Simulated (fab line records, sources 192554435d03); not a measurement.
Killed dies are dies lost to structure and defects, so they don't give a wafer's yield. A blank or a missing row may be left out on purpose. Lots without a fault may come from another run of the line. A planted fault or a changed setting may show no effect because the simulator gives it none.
A struck lot beside a sound one | flow n5_finfet | 15 steps out of a route of 1938
Sound: wafers L315.1, L315.3, L315.5. Struck: wafer L320.2. (L320.5 of the same lot was not struck and is left out.) The cause comes at the end.
At each step with rows: each side's tool, then ch and its chambers, then its first start. Under that, the readings that differ: sound wafers | struck wafers | difference of the means | sigmas: that difference in standard deviations of wafers without a fault.
alike: readings whose means differ by less than 2 such deviations, and words and numbers that are the same on both sides. not compared: withheld readings, readings that some wafer has no value for, bounds like >300 that may hide the same value, and numbers for which the record gives no deviation and whose values overlap.
The two part at a step that has a row with sigmas, a row that says differs or no value, or rows on one side only. Numbers that don't overlap but have no deviation are shown without sigmas and don't part them. A reading that every wafer of one side lacks parts them only if that side has two wafers or more.

first, 8 steps without rows for these wafers: N5_BEOL_M14_COAT_66 (time 60 s, resist thk 110 nm); N5_BEOL_M14_COAT_22 (resist thk 300 nm); N5_BEOL_M14_EBR_24; N5_BEOL_M14_SOFTBAKE_23 (time 60 s); N5_BEOL_M14_EXPOSE_25 (exposes mask M14, target cd 280 nm); N5_BEOL_M14_PEB_26 (peb time 90 s); N5_BEOL_M14_DEVELOP_27 (develop time 45 s); N5_BEOL_M14_HARDBAKE_32 (time 120 s).
N5_BEOL_M14_CD_MEAS_28: target cd 284.4 nm.
  sound on cd_sem-01 ch 0, day 11 01:50; struck on cd_sem-01 ch 0, day 13 12:58
  alike: cd_nm
N5_BEOL_M14_OVL_MEAS_29:
  sound on overlay-01 ch 0, day 11 01:52; struck on overlay-02 ch 0, day 13 12:59
  alike: M14_OVL
N5_BEOL_M14_INSPECT_30: inspects for defects (macro).
  sound on defect_inspect-01, day 11 01:53; struck on defect_inspect-01, day 13 13:01
  alike: raw_defect_count
N5_BEOL_M14_DESCUM_33: chemistry O2, time 7.9 s.
  sound on rie_diel-01 ch 0,1,3, day 11 02:33; struck on rie_diel-06 ch 2, day 13 13:03
  reading                         | sound             | struck | difference | sigmas
  drypump_motor_current_A (A)     | 5.2 4.9 5.1       | 6.6    | +1.5       | +3
  rf_vpp_V (V)                    | 243.0 241.8 242.7 | 246.2  | +3.7       | +2
  showerhead_plenum_p_Torr (Torr) | 2.04 2.03 2.06    | 2.22   | +0.18      | +2
  alike: o2_flow_sccm, oes_product_au, temp_c, throttle_valve_pct
  not compared: rf_hours_counter_h
N5_BEOL_M14_ETCH_67: etches SiARC in CF4, target depth 143 nm, time 238.3 s.
  sound on rie_diel-01 ch 0,1,3, day 11 02:35; struck on rie_diel-06 ch 2, day 13 13:05
  reading                         | sound             | struck | difference | sigmas
  drypump_motor_current_A (A)     | 5.2 4.9 5.1       | 6.6    | +1.5       | +3
  etch_rf_on_time_s (s)           | 243 242 240       | 154    | -88        | -27
  oes_product_au (a.u.)           | 0.79 0.66 0.62    | 1.02   | +0.33      | +5
  rf_vpp_V (V)                    | 184.8 180.9 183.2 | 185.8  | +2.8       | +2
  showerhead_plenum_p_Torr (Torr) | 2.09 2.06 2.13    | 2.28   | +0.19      | +2
  alike: cf4_flow_sccm, throttle_valve_pct
  not compared: rf_hours_counter_h
N5_BEOL_M14_ETCH_68: etches SOC in N2/H2, time 450 s.
  sound on rie_diel-01 ch 0,1,3, day 11 02:44; struck on rie_diel-06 ch 2, day 13 13:14
  reading                         | sound             | struck | difference | sigmas
  drypump_motor_current_A (A)     | 5.3 4.9 5.1       | 6.6    | +1.5       | +3
  rf_vpp_V (V)                    | 522.2 520.9 522.8 | 528.1  | +6.1       | +2
  showerhead_plenum_p_Torr (Torr) | 2.51 2.45 2.53    | 2.71   | +0.21      | +2
  alike: oes_product_au, temp_c, throttle_valve_pct
  not compared: rf_hours_counter_h
then, 1 step without rows for these wafers: N5_PASSIVATION_PROBE_49.

WHERE THEY PART
First at N5_BEOL_M14_DESCUM_33; last, within this record, at N5_BEOL_M14_ETCH_68.

WHY: what the simulator had put in
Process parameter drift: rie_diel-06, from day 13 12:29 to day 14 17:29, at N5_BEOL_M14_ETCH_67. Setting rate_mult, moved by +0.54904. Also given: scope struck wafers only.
